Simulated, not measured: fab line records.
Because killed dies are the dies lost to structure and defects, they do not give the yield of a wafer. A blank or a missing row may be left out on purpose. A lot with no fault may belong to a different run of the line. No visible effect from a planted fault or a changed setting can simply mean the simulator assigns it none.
Which of the tools did it? ; flow nandHarc ; 13 lots, 37 wafers sampled, at 6 steps of a route of 1159

## WHAT THE GAUGES SHOWED, per wafer
NHARC_A_M1_OVL_MEAS_10: pitch 240 nm. Usual: overlayXNm 0.0 nm, standard deviation 0.79; overlayYNm 0.0 nm, standard deviation 0.77.
lot;measured;on;overlayXNm (nm);overlayYNm (nm);flag
L988;day 18 07:07;overlay-02;0.5 -0.1 1.0;0.1 0.2 0.5;
L990;day 18 08:01;overlay-01;-0.1 -0.4 -0.1;-0.9 -1.2 -1.1;
L989;day 18 08:18;overlay-02;0.4 0.3 0.6;0.7 1.0 0.8;
L991;day 18 19:42;overlay-01;0.8 0.5 0.9;-1.1 -1.4 -1.7;
L993;day 18 20:30;overlay-02;0.7 0.8 0.2;-0.4 -0.1 -0.3;
L992;day 19 07:06;overlay-01;0.7 0.1 0.6;0.3 0.6 0.5;
L994;day 19 19:20;overlay-02;0.0 0.1 -0.2;0.5 0.4 0.2;
L999;day 21 02:38;overlay-02;0.0;-0.5;
L103;day 21 17:11;overlay-02;1.0 -0.2 0.4;0.5 0.3 1.3;
L105;day 21 22:09;overlay-01;-0.4 -0.5 -0.5;0.6 0.4 0.2;
L108;day 22 08:39;overlay-02;0.2 0.4 0.6;-0.4 -0.3 0.0;
L110;day 22 17:04;overlay-02;0.5 1.2 1.2;0.8 0.9 1.0;
L111;day 24 03:25;overlay-01;-2.1 -2.8 -1.9;0.0 -0.1 0.0;

NHARC_A_M1_INSPECT_27. Usual: rawDefectCount reads 419 (standard deviation 91).
lot;measured;on;rawDefectCount;flag
L988;day 18 09:48;defectInspect-01;404 346 391;
L990;day 18 10:42;defectInspect-02;393 413 366;
L989;day 18 11:01;defectInspect-02;331 460 529;
L991;day 18 22:41;defectInspect-01;534 326 382;
L993;day 18 23:31;defectInspect-02;292 327 230;
L992;day 19 09:47;defectInspect-02;279 318 380;
L994;day 19 22:44;defectInspect-02;475 528 384;
L999;day 21 05:19;defectInspect-02;4633 4658;OFF
L103;day 21 19:55;defectInspect-02;4674 4749 329 4663 4774 335;OFF
L105;day 22 00:53;defectInspect-02;387 599 549;
L108;day 22 11:20;defectInspect-01;453 400 391;
L110;day 22 19:49;defectInspect-02;497 354 568;
L111;day 24 06:27;defectInspect-02;387 360 326;

NHARC_END_SORT_01. Usual: defectLimitedYield 95.6 %, standard deviation 1.4; killedAtArray 25, standard deviation 9.2; killedAtOther 0.8, standard deviation 1.2; killedAtPeriphery 3.9, standard deviation 2.6; killedDies 30, standard deviation 9.7; killedOpen 3.4, standard deviation 1.9; killedShort 2.0, standard deviation 1.4; sort_bin_2_pct 1.4 %, standard deviation 0.62; sort_bin_3_pct 0.24 %, standard deviation 0.2; sort_bin_4_pct 2.8 %, standard deviation 0.92; sortNPass 647, standard deviation 9.7; sortRimYieldPct 94 %, standard deviation 3.3; sortYieldPct 95.6 %, standard deviation 1.4.
lot;measured;on;defectLimitedYield (%);killedAtArray;killedAtOther;killedAtPeriphery;killedDies;killedOpen;killedShort;sort_bin_2_pct (%);sort_bin_3_pct (%);sort_bin_4_pct (%);sortNPass;sortRimYieldPct (%);sortYieldPct (%);flag
L990;day 20 04:00;prober-02;97.0 97.3 96.2;14 15 18;0 0 0;6 3 8;20 18 26;4 4 4;0 1 2;0.6 0.9 1.3;0 0.15 0.30;2.4 1.6 2.2;657 659 651;98 97 98;97.0 97.3 96.2;
L991;day 20 10:59;prober-02;97.9 97.5 97.9;10 10 9;0 0 1;4 7 4;14 17 14;3 2 1;3 3 2;0.4 0.7 0.6;0.15 0.15 0;1.5 1.6 1.5;663 660 663;95 96 99;97.9 97.5 97.9;
L994;day 21 12:40;prober-01;96.6 96.3 97.5;13 15 8;0 0 0;10 10 9;23 25 17;3 4 1;0 0 1;1.2 1.0 0.9;0.15 0.15 0.15;2.1 2.5 1.5;654 652 660;94 96 100;96.6 96.3 97.5;
L999;day 23 07:59;prober-02;0;674;1;2;677;2;1;1.9;94.83;3.2;0;0;0;OFF
L103;day 23 21:13;prober-02;0 0 93.1;671 670 46;2 3 0;4 4 1;677 677 47;5 2 5;2 1 1;2.4 2.2 2.1;94.53 95.42 0.59;3.1 2.4 4.3;0 0 630;0 0 95;0 0 93.1;OFF
L105;day 23 16:43;prober-02;96.6 96.8 97.9;19 19 10;1 1 1;3 2 3;23 22 14;6 7 2;2 3 1;0.7 0.7 0.9;0.30 0.30 0.15;2.4 2.2 1.0;654 655 663;94 98 97;96.6 96.8 97.9;
L108;day 24 02:05;prober-02;94.2;33;1;5;39;3;4;2.1;0.59;3.1;638;92;94.2;
L110;day 24 07:37;prober-01;94.7 95.3 93.9;34 28 34;0 1 1;2 3 6;36 32 41;5 3 0;3 5 3;1.2 1.8 2.2;0.15 0.15 0.44;4.0 2.8 3.4;641 645 636;91 93 86;94.7 95.3 93.9;
L111;day 25 15:38;prober-02;96.2 95.6 98.1;17 27 12;3 1 0;6 2 1;26 30 13;5 9 2;1 1 2;1.0 2.1 0.6;0 0.15 0;2.8 2.2 1.3;651 647 664;94 97 98;96.2 95.6 98.1;

## WHICH TOOL RAN EACH LOT (tool, then ch and the chambers of the sampled wafers, then the start)
lot;NHARC_A_M1_PVD_20;NHARC_A_M1_CMP_23;NHARC_A_M1_DEP_33
L988;pvdSputter-03, day 18 09:20 or earlier;cmp-02 ch 0,1,2, day 18 09:20;pecvd-01 ch 0,1,2, day 18 09:57
L990;pvdSputter-01, day 18 10:13 or earlier;cmp-03 ch 1,2,3, day 18 10:13;pecvd-03 ch 0,1,2, day 18 11:23
L989;pvdSputter-03, day 18 10:35 or earlier;cmp-03 ch 0,1,2, day 18 10:35;pecvd-04 ch 0,1,2, day 18 11:33
L991;pvdSputter-01, day 18 22:13 or earlier;cmp-02 ch 1,2,3, day 18 22:13;pecvd-03 ch 0,1,2, day 18 22:49
L993;pvdSputter-03, day 18 23:02 or earlier;cmp-04 ch 0,1,2, day 18 23:02;pecvd-04 ch 0,1,2, day 18 23:40
L992;pvdSputter-03, day 19 09:23 or earlier;cmp-03 ch 1,2,3, day 19 09:23;pecvd-04 ch 0,1,2, day 19 10:01
L994;pvdSputter-02, day 19 22:17 or earlier;cmp-03 ch 1,2,3, day 19 22:17;pecvd-03 ch 0,1,2, day 19 22:55
L999;pvdSputter-03, day 21 04:57 or earlier;cmp-02 ch 1, day 21 04:57;pecvd-01 ch 2, day 21 07:31
L103;pvdSputter-01, day 21 19:28 or earlier;cmp-02 ch 0,1, day 21 19:28;pecvd-01 ch 0,1, day 22 02:45
L105;pvdSputter-01, day 22 00:25 or earlier;cmp-03 ch 1,2, day 22 00:25;pecvd-03 ch 1,2, day 22 01:01
L108;pvdSputter-01, day 22 10:52 or earlier;cmp-04 ch 0,1,2, day 22 10:52;pecvd-01 ch 0,2, day 22 11:29
L110;pvdSputter-03, day 22 19:20 or earlier;cmp-03 ch 0,2,3, day 22 19:20;pecvd-01 ch 0,1,2, day 22 19:58
L111;pvdSputter-02, day 24 06:01 or earlier;cmp-04 ch 0,2,3, day 24 06:01;pecvd-01 ch 0,2, day 24 07:33
- NHARC_A_M1_PVD_20: deposits TaN, target thk 5 nm, time 8.06 s.
- NHARC_A_M1_CMP_23: polishes, t overpolish 20 s, target thk 154.34 nm.
- NHARC_A_M1_DEP_33: deposits SiCN, target thk 30 nm.

## AS READ BY THE TOOLS THEMSELVES (means over the sampled wafers that have a number; for cases with no such wafer, the mark the record gives instead)
NHARC_A_M1_PVD_20. Usual: throttleValvePct reads 30.3 % (standard deviation 0.53).
lot;tool;throttleValvePct (%);flag
L988;pvdSputter-03;29.9;
L990;pvdSputter-01;30.4;
L989;pvdSputter-03;30.1;
L991;pvdSputter-01;30.5;
L993;pvdSputter-03;30.2;
L992;pvdSputter-03;30.0;
L994;pvdSputter-02;30.1;
L999;pvdSputter-03;30.1;
L103;pvdSputter-01;30.5;
L105;pvdSputter-01;30.6;
L108;pvdSputter-01;30.4;
L110;pvdSputter-03;29.7;
L111;pvdSputter-02;29.9;

NHARC_A_M1_CMP_23. Usual: motorCurrentA 12.0 A, standard deviation 1.7; timeToEndpointS 28.6 s, standard deviation 2.5.
lot;tool;motorCurrentA (A);timeToEndpointS (s);flag
L988;cmp-02;12.1;28.0;
L990;cmp-03;11.7;28.8;
L989;cmp-03;11.7;29.7;
L991;cmp-02;13.8;30.8;
L993;cmp-04;10.9;29.0;
L992;cmp-03;11.4;28.9;
L994;cmp-03;11.4;29.0;
L999;cmp-02;12.9;37.1;OFF
L103;cmp-02;12.7;33.8;
L105;cmp-03;11.7;27.7;
L108;cmp-04;11.1;27.7;
L110;cmp-03;11.3;28.3;
L111;cmp-04;10.7;32.9;

NHARC_A_M1_DEP_33. Usual: heaterPowerW reads 594 W (standard deviation 88).
lot;tool;heaterPowerW (W);flag
L988;pecvd-01;486;
L990;pecvd-03;616;
L989;pecvd-04;600;
L991;pecvd-03;653;
L993;pecvd-04;607;
L992;pecvd-04;567;
L994;pecvd-03;663;
L999;pecvd-01;373;
L103;pecvd-01;572;
L105;pecvd-03;589;
L108;pecvd-01;476;
L110;pecvd-01;547;
L111;pecvd-01;481;

## THE ANSWER, worked out from the rows above alone
Rule: a lot counts as off when the mean over its wafers that have a number is more than 3 standard deviations away from the usual mean. A lot without any number at a reading at which 4 lots or more have one is off too. Where the step has rows for the other lots, those lots are counted as sound. The gauges are gone through in route order, then the tools' own readings, and for those a lot's mean is taken as printed above. At the first step where some lot is off, the reading lying furthest off is the one used; lots without a number count as furthest.
Off: L999, L103, at NHARC_A_M1_INSPECT_27 (rawDefectCount).
If a tool, at a process step before that reading, ran all the lots that are off and no sound lot after the first of them, it fits. Not tried: the gauges at NHARC_A_M1_INSPECT_27; whatever is off there is also off at NHARC_END_SORT_01, on other tools, and gauge error can't account for it. NHARC_A_M1_PVD_20: start missing for some lots; hours and lot order therefore follow NHARC_A_M1_CMP_23. One fits: cmp-02 at NHARC_A_M1_CMP_23. Its last sound lot is L991 (day 18 22:13), its first lot that is off L999 (day 21 04:57): a fault that began between those two fits.

## WHAT THE SIMULATOR HAD INSERTED
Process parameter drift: cmp-02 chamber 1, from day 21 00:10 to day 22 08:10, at NHARC_A_M1_CMP_23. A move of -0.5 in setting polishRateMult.
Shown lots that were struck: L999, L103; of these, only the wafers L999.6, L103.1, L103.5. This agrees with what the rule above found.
